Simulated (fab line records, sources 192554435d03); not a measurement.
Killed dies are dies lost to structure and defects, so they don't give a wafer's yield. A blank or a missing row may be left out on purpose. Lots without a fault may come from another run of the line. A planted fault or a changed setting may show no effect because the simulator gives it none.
fab line records | flow n5_finfet
record lots=6 wafers=17 last_day=17
route steps=1938 shown BEOL_M8@1356 PASSIVATION@1936
lots that met no fault: from a run of the same line without faults
start_h: hours from the record's first day to the start of the lot's first wafer shown | wait_h: hours since the lot's step before | " the same as in the row above | L1.1+2: a row that stands for several wafers | - no value, or no start given | * or withheld: withheld | < > ~ a bound
route shown NAME@n: a module of which the file shows steps, and the number in the route of the first | usual: mean/standard deviation of fault-free wafers | same: alike in all rows | chamber/n: place in a boat | sites: the reading at each site | _std_site: their standard deviation | _edge_site: outer sites' mean less inner sites' | radius_mm: how far each site lies from the wafer's centre | mask NAME#n: copy n | behind: the tool/chamber that last shaped the wafer | hold: why the lot was held/for how many hours/how that ended | device: the transistor (n, p or np) that didn't switch | end of line: the same wafers' tests at the end of the route | a step without rows: its recipe alone | killed: dies lost to structure and defects at the first sort, not the wafer's yield | map: a wafer's dies, x killed, . not, _ none there
set.NAME: the setting as run; set.NAME@STEP: as run at that earlier step | model.NAME: the simulator's own value behind a step, which no gauge read
lots at some steps of the route; a table a step, a row a wafer
services: from which hour (start_h, from the record's first day; less than 0 if before it) a tool's chamber was out of use, for how many hours, and why
## steps
# step N5_BEOL_M8_COAT_63
# recipe resist=SOC temp_c=250 time_s=60 spin_rpm=1500 resist_thk_nm=60
# step N5_BEOL_M8_COAT_64
# recipe resist=SiARC temp_c=220 time_s=60 spin_rpm=1500 resist_thk_nm=12
# step N5_BEOL_M8_COAT_71
# recipe resist=underlayer temp_c=205 time_s=60 spin_rpm=1500 resist_thk_nm=5
# step N5_BEOL_M8_COAT_22
# recipe resist=CAR-EUV spin_rpm=1500 resist_thk_nm=30
# step N5_BEOL_M8_EBR_24
# recipe solvent=PGMEA ebr_width_mm=1.5
# step N5_BEOL_M8_SOFTBAKE_23
# recipe temp_c=110 time_s=60 resist=CAR-EUV
# step N5_BEOL_M8_EXPOSE_25
# recipe mask_id=V7 na=0.33 source_shape=annular sigma_inner=0.4 sigma_outer=0.8 polarization=unpolarized target_cd_nm=40 dose_mj=42.5
# step N5_BEOL_M8_PEB_26
# recipe peb_temp_c=100 peb_time_s=60 resist=CAR-EUV
# step N5_BEOL_M8_DEVELOP_27
# recipe develop_time_s=30 developer=TMAH resist=CAR-EUV rinse_liquid=surfactant_rinse dry=air_spin dev_temp_c=23
# step N5_BEOL_M8_CD_MEAS_28
# recipe target_cd_nm=40 landing_energy_ev=500 detector=se_inlens
# usual cd_nm=40.00/0.28
# columns lot.wafer tool chamber start_h wait_h cd_nm
L258.1 cd_sem-01 0 231.01 - 39.78
L258.5 " 0 " " 39.63
L258.6 " 0 " " 39.91
L263.1 cd_sem-02 0 250.64 - 40.41
L263.4 " 0 " " 39.87
L263.6 " 0 " " 40.28
L264.1 cd_sem-02 0 254.06 - 39.64
L264.3 " 0 " " 39.83
L264.4 " 0 " " 40.29
L273.1 cd_sem-03 0 321.07 - 40.02
L273.5 " 0 " " 39.89
L275.2 cd_sem-01 0 330.60 - 39.81
L275.3 " 0 " " 39.86
L275.4 " 0 " " 40.10
L278.1 cd_sem-03 0 345.47 - 39.71
L278.2 " 0 " " 39.69
L278.4 " 0 " " 39.68
# step N5_BEOL_M8_OVL_MEAS_29
# recipe points_per_wafer=522
# usual V7_OVL=0.0/0.58
# columns lot.wafer tool chamber start_h wait_h V7_OVL[nm]
L258.1 overlay-02 0 231.04 0.0 0.7
L258.5 " 0 " " -0.2
L258.6 " 0 " " -0.2
L263.1 overlay-02 0 250.67 0.0 -0.9
L263.4 " 0 " " -0.6
L263.6 " 0 " " -0.6
L264.1 overlay-01 0 254.09 0.0 -0.8
L264.3 " 0 " " -0.4
L264.4 " 0 " " -0.8
L273.1 overlay-02 0 321.10 0.0 0.9
L273.5 " 0 " " -0.3
L275.2 overlay-02 0 330.63 0.0 -0.4
L275.3 " 0 " " -0.4
L275.4 " 0 " " -1.1
L278.1 overlay-02 0 345.50 0.0 -0.3
L278.2 " 0 " " 0.0
L278.4 " 0 " " 0.3
# step N5_BEOL_M8_INSPECT_30
# recipe mode=adi inspect_instrument=brightfield
# usual raw_defect_count=382/75
# columns lot.wafer tool chamber start_h wait_h raw_defect_count
L258.1 defect_inspect-02 - 231.09 0.1 318
L258.5 " - " " 388
L258.6 " - " " 358
L263.1 defect_inspect-01 - 250.73 0.1 327
L263.4 " - " " 319
L263.6 " - " " 410
L264.1 defect_inspect-02 - 254.15 0.1 356
L264.3 " - " " 407
L264.4 " - " " 344
L273.1 defect_inspect-02 - 321.16 0.1 369
L273.5 " - " " 537
L275.2 defect_inspect-01 - 330.69 0.0 419
L275.3 " - " " 298
L275.4 " - " " 352
L278.1 defect_inspect-02 - 345.56 0.1 376
L278.2 " - " " 305
L278.4 " - " " 375
# step N5_BEOL_M8_DESCUM_33
# recipe chemistry=O2 time_s=7 source_power_w=50 bias_power_w=20 pressure_mtorr=20 rf_frequency_hz=2.712e+07 temp_c=40 resist=CAR-EUV o2_flow_sccm=225
# usual drypump_motor_current_A=5.5/0.38 o2_flow_sccm=225.0/0.71 oes_product_au=0.81/0.092 rf_vpp_V=243.0/1.8 showerhead_plenum_p_Torr=2.08/0.089 throttle_valve_pct=20.3/0.32
# columns lot.wafer tool chamber start_h wait_h drypump_motor_current_A o2_flow_sccm oes_product_au rf_hours_counter_h rf_vpp_V showerhead_plenum_p_Torr throttle_valve_pct model.CAR-EUV_of_BEOL_M8_COAT_22.thk_nm
L258.1 rie_diel-04 1 231.13 0.0 5.6 224.5 0.99 9 245.9 2.20 20.0 26.2
L258.5 " 1 " " 5.6 223.6 0.99 - 244.9 2.20 20.0 26.2
L258.6 " 3 " " 5.1 225.1 0.89 - 244.2 2.15 19.9 26.2
L263.1 rie_diel-05 3 250.76 0.0 5.0 224.2 0.69 243 245.7 2.14 20.5 26
L263.4 " 2 " " 5.7 225.2 0.75 - 238.1 1.93 21.0 26
L263.6 " 3 " " 5.0 224.6 0.69 - 244.8 2.14 20.5 26
L264.1 rie_diel-05 1 254.19 0.0 5.6 225.3 0.77 97 243.1 2.02 20.2 26.4
L264.3 " 3 " " 5.0 224.2 0.69 244 244.1 2.14 20.5 26
L264.4 " 2 " " 5.7 225.0 0.75 - 240.0 1.93 21.0 26.2
L273.1 rie_diel-04 3 321.38 0.2 5.0 224.2 0.84 55 243.4 2.13 20.0 25.8
L273.5 " 0 " " 6.0 225.7 0.82 - 242.6 2.12 20.2 25
L275.2 rie_diel-04 3 330.74 0.1 5.0 225.6 0.81 58 243.6 2.13 20.0 25
L275.3 " 1 " " 5.6 225.1 0.91 45 244.5 2.19 20.1 26.2
L275.4 " 0 " " 6.0 224.3 0.82 65 242.9 2.12 20.2 26.2
L278.1 rie_diel-05 1 345.60 0.0 5.6 224.8 0.73 135 243.2 2.01 20.3 26.2
L278.2 " 3 " " 5.0 223.9 0.91 15 244.1 2.14 20.1 25.8
L278.4 " 2 " " 5.7 225.0 0.72 - 239.1 1.91 21.0 26
# step N5_BEOL_M8_ETCH_72
# recipe chemistry=N2/H2 target=underlayer target_depth_a=65 mask_material=CAR-EUV time_s=5.2 ion_energy_ev=200 pressure_mtorr=30 source_w=840 bias_w=150 n2_flow_sccm=200 h2_flow_sccm=200 ends=cleared
# usual drypump_motor_current_A=5.5/0.38 etch_rf_on_time_s=5.26/0.19 oes_product_au=0.68/0.074 rf_vpp_V=524/3.3 showerhead_plenum_p_Torr=2.54/0.11 throttle_valve_pct=17.8/0.31
# columns lot.wafer tool chamber start_h wait_h drypump_motor_current_A etch_rf_on_time_s oes_product_au rf_hours_counter_h rf_vpp_V showerhead_plenum_p_Torr throttle_valve_pct
L258.1 rie_diel-04 1 231.16 0.0 5.6 5.30 0.80 9 529 2.73 17.7
L258.5 " 1 " " 5.6 5.34 0.81 - 528 2.73 17.7
L258.6 " 3 " " 5.1 4.98 0.77 - 527 2.61 17.4
L263.1 rie_diel-05 3 250.80 0.0 5.0 5.03 0.60 243 526 2.60 17.8
L263.4 " 2 " " 5.7 5.23 0.65 - 518 2.35 18.4
L263.6 " 3 " " 5.0 5.00 0.59 - 527 2.60 17.8
L264.1 rie_diel-05 1 254.22 0.0 5.6 5.56 0.65 97 520 2.46 17.7
L264.3 " 3 " " 5.0 5.03 0.59 244 525 2.60 17.8
L264.4 " 2 " " 5.7 5.11 0.64 - 518 2.35 18.4
L273.1 rie_diel-04 3 321.41 0.0 5.1 4.91 0.73 55 527 2.60 17.5
L273.5 " 0 " " 6.0 5.35 0.69 - 526 2.58 17.6
L275.2 rie_diel-04 3 330.78 0.0 5.1 5.00 0.72 58 524 2.60 17.5
L275.3 " 1 " " 5.6 5.35 0.74 45 529 2.71 17.8
L275.4 " 0 " " 6.0 5.36 0.69 65 524 2.57 17.6
L278.1 rie_diel-05 1 345.63 0.0 5.6 5.62 0.62 135 522 2.45 17.7
L278.2 " 3 " " 5.0 5.03 0.78 15 525 2.59 17.4
L278.4 " 2 " " 5.7 5.23 0.62 - 518 2.33 18.5
# step N5_BEOL_M8_ETCH_65
# recipe chemistry=CF4 target=SiARC target_depth_a=156 mask_material=CAR-EUV time_s=26 ion_energy_ev=80 pressure_mtorr=40 source_w=545 bias_w=36 Ar_flow_sccm=100 cf4_flow_sccm=100 ends=cleared
# usual drypump_motor_current_A=5.5/0.38 etch_rf_on_time_s=26.3/1.1 oes_product_au=0.69/0.074 rf_vpp_V=184.0/1.4 showerhead_plenum_p_Torr=2.14/0.086 throttle_valve_pct=15.6/0.3
# columns lot.wafer tool chamber start_h wait_h drypump_motor_current_A etch_rf_on_time_s oes_product_au rf_hours_counter_h rf_vpp_V showerhead_plenum_p_Torr throttle_valve_pct model.CAR-EUV_of_BEOL_M8_COAT_22.thk_nm
L258.1 rie_diel-04 1 231.18 0.0 5.6 26.4 0.81 9 185.4 2.27 15.3 11.2
L258.5 " 1 " " 5.6 26.4 0.81 - 186.7 2.27 15.3 11.2
L258.6 " 3 " " 5.0 24.7 0.78 - 184.6 2.18 15.0 11.2
L263.1 rie_diel-05 3 250.81 0.0 5.0 25.2 0.59 243 184.2 2.19 15.8 11
L263.4 " 2 " " 5.7 25.9 0.65 - 182.4 1.97 16.0 11
L263.6 " 3 " " 5.0 25.1 0.59 - 186.1 2.19 15.8 11
L264.1 rie_diel-05 1 254.24 0.0 5.6 28.0 0.65 97 184.2 2.07 15.4 11.4
L264.3 " 3 " " 5.0 25.0 0.59 244 184.5 2.19 15.8 11.2
L264.4 " 2 " " 5.7 25.5 0.65 - 182.9 1.97 16.0 11.2
L273.1 rie_diel-04 3 321.43 0.0 5.1 24.3 0.73 55 184.0 2.17 15.1 10.8
L273.5 " 0 " " 6.0 26.5 0.70 - 184.8 2.17 15.4 10.2
L275.2 rie_diel-04 3 330.80 0.0 5.0 24.5 0.73 58 184.8 2.17 15.1 10
L275.3 " 1 " " 5.6 26.7 0.76 45 185.6 2.26 15.4 11.2
L275.4 " 0 " " 6.0 26.8 0.70 65 183.6 2.17 15.4 11.2
L278.1 rie_diel-05 1 345.65 0.0 5.6 28.7 0.60 135 181.3 2.06 15.5 11.2
L278.2 " 3 " " 5.0 25.1 0.79 15 185.3 2.18 15.3 11
L278.4 " 2 " " 5.7 26.3 0.62 - 181.5 1.96 16.1 11
# step N5_BEOL_M8_ETCH_66
# recipe chemistry=N2/H2 target=SOC target_depth_a=800 overetch_a=160 mask_material=SiARC temp_c=40 time_s=120 ion_energy_ev=200 pressure_mtorr=30 source_w=840 bias_w=150 n2_flow_sccm=200 h2_flow_sccm=200
# usual drypump_motor_current_A=5.5/0.38 oes_product_au=0.62/0.066 rf_vpp_V=524/3.2 showerhead_plenum_p_Torr=2.54/0.11 throttle_valve_pct=17.8/0.3
# same time_s=120
# columns lot.wafer tool chamber start_h wait_h drypump_motor_current_A oes_product_au rf_hours_counter_h rf_vpp_V showerhead_plenum_p_Torr throttle_valve_pct
L258.1 rie_diel-04 1 231.21 0.0 5.6 0.74 9 528 2.73 17.7
L258.5 " 1 " " 5.6 0.74 - 529 2.73 17.7
L258.6 " 3 " " 5.1 0.67 - 525 2.61 17.4
L263.1 rie_diel-05 3 250.84 0.0 5.0 0.53 243 525 2.60 17.8
L263.4 " 2 " " 5.7 0.58 - 518 2.35 18.4
L263.6 " 3 " " 5.0 0.53 - 525 2.60 17.8
L264.1 rie_diel-05 1 254.27 0.0 5.6 0.60 97 522 2.46 17.7
L264.3 " 3 " " 5.0 0.52 244 525 2.60 17.8
L264.4 " 2 " " 5.7 0.58 - 518 2.35 18.4
L273.1 rie_diel-04 3 321.45 0.0 5.0 0.63 55 525 2.60 17.4
L273.5 " 0 " " 6.0 0.63 - 524 2.58 17.5
L275.2 rie_diel-04 3 330.82 0.0 5.0 0.63 58 525 2.60 17.4
L275.3 " 1 " " 5.6 0.68 45 527 2.71 17.8
L275.4 " 0 " " 6.0 0.63 65 525 2.57 17.5
L278.1 rie_diel-05 1 345.68 0.0 5.5 0.58 135 521 2.45 17.7
L278.2 " 3 " " 5.0 0.69 15 525 2.59 17.4
L278.4 " 2 " " 5.7 0.56 - 519 2.33 18.4
# step N5_PASSIVATION_PROBE_49
# usual defect_limited_yield=91.1/1.6 killed_at_M0_to_M3=35/11 killed_at_M4_up=13/5.4 killed_at_contacts=13/6.5 killed_at_front_end=40/14 killed_at_other=4/3.1 killed_dies=105/18 killed_open=69/14 killed_short=34/7.3 sort_bin_5_function=5.2/0.96 sort_bin_6_memory=3.4/0.77 sort_bin_8_speed=0.02/0.13 sort_n_pass=1075/19 sort_yield_pct=91.1/1.6
# same gross_dies=1180 killed_at_back_side=0 sort_bin_4_leakage[%]=0
# columns lot.wafer tool chamber start_h wait_h defect_limited_yield[%] killed_at_M0_to_M3 killed_at_M4_up killed_at_contacts killed_at_front_end killed_at_other killed_dies killed_open killed_short sort_bin_5_function[%] sort_bin_6_memory[%] sort_bin_8_speed[%] sort_n_pass sort_yield_pct[%]
L258.1 prober-02 - 290.42 0.0 91.2 42 12 8 40 2 104 70 31 5.5 3.2 0 1076 91.2
L258.5 prober-02 - 290.62 0.2 91.2 26 21 11 43 3 104 68 35 5.2 3.6 0 1076 91.2
L258.6 prober-02 - 290.67 0.3 90.8 41 15 5 46 2 109 71 38 5.1 3.9 0 1071 90.8
L263.1 prober-02 - 313.51 0.0 94.2 16 12 7 30 4 69 46 20 3.1 2.6 0 1111 94.2
L263.4 prober-02 - 313.66 0.2 91.7 34 5 11 40 8 98 62 26 4.3 3.0 0 1082 91.7
L263.6 prober-02 - 313.76 0.3 89.2 26 8 12 74 7 127 91 35 6.7 3.6 0 1053 89.2
L264.1 prober-02 - 327.60 0.0 90.9 24 17 16 46 4 107 77 30 5.8 2.7 0 1073 90.9
L264.3 prober-02 - 327.70 0.1 93.1 15 14 18 33 1 81 50 30 4.6 2.1 0 1099 93.1
L264.4 prober-02 - 327.75 0.2 91.9 28 13 19 30 6 96 60 36 4.9 3.1 0.17 1082 91.7
L273.1 prober-02 - 387.41 0.0 91.4 30 11 18 32 10 101 65 31 5.0 3.2 0 1079 91.4
L273.5 prober-02 - 387.61 0.2 90.3 37 12 10 45 11 115 70 43 5.5 3.8 0 1065 90.3
L278.1 prober-02 - 413.80 0.0 91.5 30 16 6 42 6 100 67 28 4.3 3.5 0 1080 91.5
L278.2 prober-02 - 413.85 0.1 93.6 14 19 12 31 0 76 56 19 4.2 2.2 0 1104 93.6
L278.4 prober-02 - 413.95 0.2 91.5 31 15 7 47 0 100 66 31 5.1 3.1 0 1080 91.5
# killed by level:class
L258.1 FIN_SAQP:geometric_particle:open=15 BEOL_M0_SAQP:geometric_particle:short=11 MOL_CONTACT_COAG:geometric_particle:open=8 BEOL_M0_SAQP:geometric_particle:open=8 BEOL_M2:geometric_particle:open=8 FIN_SAQP:geometric_particle:short=7 STI_FIN_REVEAL:geometric_particle:open=5 BEOL_M3:geometric_particle:open=5
L258.5 FIN_SAQP:geometric_particle:open=11 STI_FIN_REVEAL:geometric_particle:open=11 MOL_CONTACT_COAG:geometric_particle:open=10 BEOL_M4:geometric_particle:open=8 FIN_SAQP:geometric_particle:short=7 BEOL_M0_SAQP:geometric_particle:short=6 BEOL_M2:geometric_particle:open=6 BEOL_M0_SAQP:geometric_particle:open=5
L258.6 STI_FIN_REVEAL:geometric_particle:open=10 BEOL_M0_SAQP:geometric_particle:open=10 FIN_SAQP:geometric_particle:open=9 BEOL_M0_SAQP:geometric_particle:short=8 BEOL_M2:geometric_particle:open=7 BEOL_M4:geometric_particle:open=7 STARTING-WAFER:geometric_particle:short=7 FIN_SAQP:geometric_particle:short=6
L263.1 MOL_CONTACT_COAG:geometric_particle:open=7 FIN_SAQP:geometric_particle:short=5 FIN_SAQP:geometric_particle:open=5 STARTING-WAFER:geometric_particle:open=4 BEOL_M0:geometric_particle:open=4 BEOL_M1:geometric_particle:open=4 BEOL_M7:geometric_particle:open=4 GATE_CUT:geometric_particle:open=3
L263.4 BEOL_M1:geometric_particle:open=10 MOL_CONTACT_COAG:geometric_particle:open=10 HKMG_FIN:area_etch=8 BEOL_M0_SAQP:geometric_particle:open=7 FIN_SAQP:geometric_particle:open=6 STI_FIN_REVEAL:geometric_particle:open=6 BEOL_M0_SAQP:geometric_particle:short=6 FIN_SAQP:geometric_particle:short=5
L263.6 FIN_SAQP:geometric_particle:open=25 STI_FIN_REVEAL:geometric_particle:open=13 FIN_SAQP:geometric_particle:short=11 MOL_CONTACT_COAG:geometric_particle:open=10 BEOL_M3:geometric_particle:open=8 BEOL_M1:geometric_particle:open=7 GATE_CUT:geometric_particle:open=6 BEOL_M0_SAQP:geometric_particle:open=6
L264.1 STI_FIN_REVEAL:geometric_particle:open=13 MOL_CONTACT_COAG:geometric_particle:open=13 BEOL_M0:geometric_particle:open=6 BEOL_M0_SAQP:geometric_particle:open=5 DUMMY_GATE:geometric_particle:open=4 GATE_CUT:geometric_particle:open=4 GATE_CUT:geometric_particle:short=4 BEOL_M0_SAQP:geometric_particle:short=4
L264.3 MOL_CONTACT_COAG:geometric_particle:open=14 BEOL_M4:geometric_particle:open=7 FIN_SAQP:geometric_particle:short=6 BEOL_M0_SAQP:geometric_particle:short=5 STI_FIN_REVEAL:geometric_particle:open=4 ILD0:geometric_particle:short=4 MOL_CONTACT_COAG:geometric_particle:short=4 STARTING-WAFER:geometric_particle:open=4
L264.4 MOL_CONTACT_COAG:geometric_particle:open=17 BEOL_M0_SAQP:geometric_particle:short=8 BEOL_M1:geometric_particle:open=7 DUMMY_GATE:geometric_particle:open=6 STI_FIN_REVEAL:geometric_particle:open=5 BEOL_M0_SAQP:geometric_particle:open=5 STARTING-WAFER:geometric_particle:short=5 FIN_SAQP:geometric_particle:short=4
L273.1 MOL_CONTACT_COAG:geometric_particle:open=13 FIN_SAQP:geometric_particle:open=7 BEOL_M0_SAQP:geometric_particle:short=7 STI_FIN_REVEAL:geometric_particle:open=6 BEOL_M3:geometric_particle:open=6 BEOL_M4:geometric_particle:open=6 FIN_SAQP:geometric_particle:short=5 MOL_CONTACT_COAG:geometric_particle:short=5
L273.5 BEOL_M3:geometric_particle:open=8 MOL_CONTACT_COAG:geometric_particle:open=8 FIN_SAQP:geometric_particle:open=7 BEOL_M2:geometric_particle:open=7 FIN_SAQP:geometric_particle:short=6 STI_FIN_REVEAL:geometric_particle:open=6 DUMMY_GATE:geometric_particle:open=6 BEOL_M0_SAQP:geometric_particle:short=5
L278.1 FIN_SAQP:geometric_particle:open=12 BEOL_M1:geometric_particle:open=9 STI_FIN_REVEAL:geometric_particle:open=8 BEOL_M0:geometric_particle:open=6 BEOL_M5:geometric_particle:open=5 FIN_SAQP:geometric_particle:short=4 DUMMY_GATE:geometric_particle:open=3 GATE_CUT:geometric_particle:short=3
L278.2 MOL_CONTACT_COAG:geometric_particle:open=11 FIN_SAQP:geometric_particle:open=7 DUMMY_GATE:geometric_particle:open=7 BEOL_M5:geometric_particle:open=5 BEOL_M3:geometric_particle:open=4 BEOL_M4:geometric_particle:open=4 STARTING-WAFER:geometric_particle:open=4 BEOL_M0_SAQP:geometric_particle:short=3
L278.4 STI_FIN_REVEAL:geometric_particle:open=12 BEOL_M0_SAQP:geometric_particle:open=10 FIN_SAQP:geometric_particle:open=9 GATE_CUT:geometric_particle:short=8 BEOL_M0_SAQP:geometric_particle:short=8 DUMMY_GATE:geometric_particle:open=6 BEOL_M5:geometric_particle:open=5 BEOL_M4:geometric_particle:short=4
## services
# columns tool chamber start_h hours kind
rie_diel-04 2 211.62 - clean
rie_diel-04 2 211.62 - consumable_replace:focus_ring
rie_diel-04 2 211.62 19.5 scheduled_down
rie_diel-04 2 211.62 19.5 vent_cycle
rie_diel-05 0 245.48 11.8 repair
rie_diel-05 3 266.21 - clean
rie_diel-05 3 266.21 - consumable_replace:focus_ring
rie_diel-05 3 266.21 19.3 scheduled_down
rie_diel-05 3 266.21 19.3 vent_cycle
rie_diel-05 3 295.88 15.1 repair
rie_diel-05 0 314.81 2.2 repair
rie_diel-05 0 342.27 - clean
rie_diel-05 0 342.27 - consumable_replace:focus_ring
rie_diel-05 0 342.27 - consumable_replace:showerhead
rie_diel-05 0 342.27 16.1 scheduled_down
rie_diel-05 0 342.27 16.1 vent_cycle
## key
first_sign none at tools or gauges
model_effect step=N5_BEOL_M8_DESCUM_33 value=CAR-EUV_of_BEOL_M8_COAT_22.thk_nm without=26 struck=25
model_effect step=N5_BEOL_M8_ETCH_65 value=CAR-EUV_of_BEOL_M8_COAT_22.thk_nm without=11.1 struck=10.1
met_at N5_BEOL_M8_DESCUM_33
struck_wafers L273.5,L275.2
onset_between 231.13 321.38
fault kind=process_parameter_drift tool=rie_diel-04 chamber=- onset_h=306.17 steps=N5_BEOL_M8_DESCUM_33 channel=time_s offset=* shape=step end_h=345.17 scope=struck_wafers_only acts_in=* stated=*
